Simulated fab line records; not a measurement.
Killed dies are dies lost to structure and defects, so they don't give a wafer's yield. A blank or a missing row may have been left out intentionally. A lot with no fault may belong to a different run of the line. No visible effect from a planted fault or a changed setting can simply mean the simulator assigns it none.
What tool caused it?	flow n5_finfet	Sampling: 9 lots, 27 wafers, 7 of 1938 route steps

== WHAT EACH GAUGE READ, for each wafer ==
N5_FIN_SAQP_THK_MEAS_07. Usual: thk_nm reads 60.1 nm (standard deviation 0.8).
lot	measured	on	thk_nm (nm)	flag
L602	day 2 03:46	film_metro-02	59.3 59.8 60.6	
L603	day 2 09:28	film_metro-02	59.6 60.2 60.0	
L607	day 3 09:12	film_metro-01	59.5 61.5 60.9	
L615	day 5 11:23	film_metro-01	59.7 60.3 60.8	
L616	day 5 15:13	film_metro-02	59.3 95.5 60.3	OFF
L621	day 6 21:19	film_metro-02	94.8 60.0 95.2	OFF
L622	day 7 02:46	film_metro-02	59.3 93.4 94.2	OFF
L623	day 7 10:17	film_metro-01	59.4 59.5 60.5	
L624	day 7 15:10	film_metro-02	59.9 59.6 60.2	

N5_FIN_SAQP_INSPECT_40: inspects for defects (brightfield). Usual: raw_defect_count reads 218 (standard deviation 56).
lot	measured	on	raw_defect_count	flag
L602	day 2 09:18	defect_inspect-02	272 299 257	
L603	day 2 15:05	defect_inspect-02	220 181 183	
L607	day 3 14:13	defect_inspect-01	254 295 321	
L615	day 5 16:41	defect_inspect-02	151 149 182	
L616	day 5 21:07	defect_inspect-02	198 2067 258	OFF
L621	day 7 02:16	defect_inspect-02	1843 175 1702	OFF
L622	day 7 08:48	defect_inspect-01	203 1844 1975	OFF
L623	day 7 15:55	defect_inspect-01	193 178 249	
L624	day 7 20:25	defect_inspect-02	173 309 200	

== WHICH TOOL RAN EACH LOT (tool, then ch and the chambers of the sampled wafers, then the start) ==
lot	N5_PMOS_HMC_CHANNEL_EPI_STRIP_33	N5_FIN_SAQP_PECVD_48	N5_FIN_SAQP_PECVD_06	N5_FIN_SAQP_HM_DEP_72	N5_FIN_SAQP_MANDREL_ETCH_22
L602	rie_diel-05 ch 1,2, day 1 23:57	pecvd-04 ch 0,1,2, day 2 03:38	pecvd-04 ch 0,1,2, day 2 03:40	pecvd-02 ch 0,1, day 2 03:47	rie_si-02 ch 0,1,3, day 2 04:31
L603	rie_diel-01 ch 1,3, day 2 05:35	pecvd-03 ch 1,2, day 2 09:20	pecvd-03 ch 1,2, day 2 09:22	pecvd-02 ch 0,1, day 2 09:29	rie_si-02 ch 0,2, day 2 10:21
L607	rie_diel-06 ch 0,3, day 3 05:20	pecvd-02 ch 1,2, day 3 09:04	pecvd-02 ch 1,2, day 3 09:07	pecvd-04 ch 1,2, day 3 09:16	rie_si-02 ch 0,2,3, day 3 10:11
L615	rie_diel-01 ch 0,1,3, day 5 06:18	pecvd-04 ch 0,2, day 5 11:12	pecvd-04 ch 0,2, day 5 11:16	pecvd-03 ch 1,2, day 5 11:25	rie_si-02 ch 0,1,3, day 5 12:10
L616	rie_diel-01 ch 0,1,2, day 5 11:22	pecvd-04 ch 0,1,2, day 5 15:05	pecvd-04 ch 0,1,2, day 5 15:08	pecvd-02 ch 1,2, day 5 15:16	rie_si-02 ch 0,1, day 5 16:14
L621	rie_diel-06 ch 1,2,3, day 6 17:38	pecvd-04 ch 0,1, day 6 21:11	pecvd-04 ch 0,1, day 6 21:13	pecvd-02 ch 0,1, day 6 21:21	rie_si-06 ch 0,3, day 6 22:11
L622	rie_diel-01 ch 0,1,3, day 6 23:14	pecvd-04 ch 0,1, day 7 02:38	pecvd-04 ch 0,1, day 7 02:41	pecvd-03 ch 0,2, day 7 02:48	rie_si-06 ch 1,2,3, day 7 04:47
L623	rie_diel-06 ch 2,3, day 7 06:32	pecvd-02 ch 0,1,2, day 7 10:09	pecvd-02 ch 0,1,2, day 7 10:11	pecvd-04 ch 0,1, day 7 10:19	rie_si-06 ch 0,1,3, day 7 11:04
L624	rie_diel-06 ch 0,1, day 7 11:34	pecvd-02 ch 0,2, day 7 15:02	pecvd-02 ch 0,2, day 7 15:04	pecvd-04 ch 0,1, day 7 15:12	rie_si-02 ch 0,1,2, day 7 16:11
- N5_PMOS_HMC_CHANNEL_EPI_STRIP_33: strips in N2/H2.
- N5_FIN_SAQP_PECVD_48: deposits SiNx from SiH4/NH3/N2, target thk 25 nm, time 22.1 s.
- N5_FIN_SAQP_PECVD_06: deposits a-Si from SiH4/He, target thk 60 nm, time 48.1 s.
- N5_FIN_SAQP_HM_DEP_72: deposits SiO2 from SiH4/N2O, target thk 12 nm, time 7.2 s.
- N5_FIN_SAQP_MANDREL_ETCH_22: etches a-Si in HBr/Cl2, stops on SiNx, target depth 60 nm, bt time 10 s, time 30 s.

== WHAT THE TOOLS THEMSELVES READ (means of the sampled wafers that have a number; where no wafer has one, the mark that the record gives instead) ==
N5_PMOS_HMC_CHANNEL_EPI_STRIP_33. Usual: drypump_motor_current_A 5.9 A, standard deviation 0.47; oes_product_au 0.79 a.u., standard deviation 0.064; rf_vpp_V 54.2 V, standard deviation 1.6; showerhead_plenum_p_Torr 3.39 Torr, standard deviation 0.13; temp_c 40.00 C, standard deviation 0.13; throttle_valve_pct 18.8 %, standard deviation 0.36.
lot	tool	drypump_motor_current_A (A)	oes_product_au (a.u.)	rf_vpp_V (V)	showerhead_plenum_p_Torr (Torr)	temp_c (C)	throttle_valve_pct (%)	flag
L602	rie_diel-05	5.9	0.74	55.5	3.30	39.97	18.6	
L603	rie_diel-01	5.9	0.77	53.8	3.50	40.09	18.7	
L607	rie_diel-06	5.8	0.80	53.4	3.34	39.97	19.2	
L615	rie_diel-01	5.8	0.80	54.8	3.51	40.00	18.6	
L616	rie_diel-01	6.1	0.80	55.0	3.43	39.81	18.5	
L621	rie_diel-06	6.2	0.82	53.8	3.39	39.89	19.0	
L622	rie_diel-01	5.9	0.78	53.5	3.51	39.90	18.6	
L623	rie_diel-06	6.3	0.77	53.7	3.38	40.05	19.1	
L624	rie_diel-06	5.5	0.81	54.1	3.34	40.06	19.0	

N5_FIN_SAQP_PECVD_48. Usual: heater_power_w 766 W, standard deviation 87; showerhead_plenum_p_Torr 5.14 Torr, standard deviation 0.047; throttle_valve_pct 39.5 %, standard deviation 1.6.
lot	tool	heater_power_w (W)	showerhead_plenum_p_Torr (Torr)	throttle_valve_pct (%)	flag
L602	pecvd-04	803	5.12	39.7	
L603	pecvd-03	694	5.14	41.4	
L607	pecvd-02	763	5.15	37.6	
L615	pecvd-04	838	5.12	40.5	
L616	pecvd-04	770	5.13	39.9	
L621	pecvd-04	874	5.12	39.8	
L622	pecvd-04	827	5.13	39.9	
L623	pecvd-02	803	5.14	38.1	
L624	pecvd-02	787	5.15	38.2	

N5_FIN_SAQP_PECVD_06. Usual: heater_power_w 824 W, standard deviation 87; showerhead_plenum_p_Torr 5.67 Torr, standard deviation 0.035; throttle_valve_pct 18.0 %, standard deviation 0.74.
lot	tool	heater_power_w (W)	showerhead_plenum_p_Torr (Torr)	throttle_valve_pct (%)	flag
L602	pecvd-04	779	5.66	18.1	
L603	pecvd-03	779	5.67	18.9	
L607	pecvd-02	883	5.68	17.2	
L615	pecvd-04	879	5.65	18.4	
L616	pecvd-04	813	5.66	18.3	
L621	pecvd-04	932	5.65	18.0	
L622	pecvd-04	943	5.66	18.3	
L623	pecvd-02	827	5.67	17.3	
L624	pecvd-02	879	5.66	17.4	

N5_FIN_SAQP_HM_DEP_72. Usual: heater_power_w 754 W, standard deviation 81; showerhead_plenum_p_Torr 8.14 Torr, standard deviation 0.092.
lot	tool	heater_power_w (W)	showerhead_plenum_p_Torr (Torr)	flag
L602	pecvd-02	729	8.14	
L603	pecvd-02	682	8.17	
L607	pecvd-04	749	8.14	
L615	pecvd-03	654	8.26	
L616	pecvd-02	742	8.17	
L621	pecvd-02	774	8.17	
L622	pecvd-03	746	8.18	
L623	pecvd-04	842	8.10	
L624	pecvd-04	802	8.12	

N5_FIN_SAQP_MANDREL_ETCH_22. Usual: drypump_motor_current_A 5.9 A, standard deviation 0.38; oes_product_au 0.768 a.u., standard deviation 0.013; throttle_valve_pct 35.3 %, standard deviation 0.36.
lot	tool	drypump_motor_current_A (A)	oes_product_au (a.u.)	throttle_valve_pct (%)	flag
L602	rie_si-02	6.2	0.753	35.3	
L603	rie_si-02	6.2	0.774	35.7	
L607	rie_si-02	6.1	0.770	35.5	
L615	rie_si-02	6.2	0.766	35.3	
L616	rie_si-02	6.3	0.831	35.3	OFF
L621	rie_si-06	5.9	0.923	34.8	OFF
L622	rie_si-06	5.9	0.924	34.8	OFF
L623	rie_si-06	5.9	0.771	35.0	
L624	rie_si-02	5.9	0.772	35.4	

== THE ANSWER, worked out from the rows above alone ==
Rule: a lot is off if the mean of its wafers that have a number lies more than 3 standard deviations from the usual mean. A lot without any number at a reading at which 4 lots or more have one is off too. The other lots that the step has rows for count as sound. After the gauges, taken in route order, come the tools' own readings; for these a lot's mean is taken, as printed above. At the first step where some lot is off, the reading lying furthest off is the one used; lots without a number count as furthest.
Off: L616, L621, L622 (N5_FIN_SAQP_THK_MEAS_07, thk_nm).
A tool fits if, at a process step before that reading, it ran every lot that is off, and no sound lot after the first of them. Not tried: the gauges at N5_FIN_SAQP_THK_MEAS_07; whatever is off there is also off at N5_FIN_SAQP_INSPECT_40, on other tools, and gauge error can't account for it. One fits: pecvd-04 at N5_FIN_SAQP_PECVD_48 and N5_FIN_SAQP_PECVD_06. At N5_FIN_SAQP_PECVD_48 its last sound lot is L615 (day 5 11:12), its first lot that is off L616 (day 5 15:05): a fault that began between those two fits.

== WHAT THE SIMULATOR PUT IN ==
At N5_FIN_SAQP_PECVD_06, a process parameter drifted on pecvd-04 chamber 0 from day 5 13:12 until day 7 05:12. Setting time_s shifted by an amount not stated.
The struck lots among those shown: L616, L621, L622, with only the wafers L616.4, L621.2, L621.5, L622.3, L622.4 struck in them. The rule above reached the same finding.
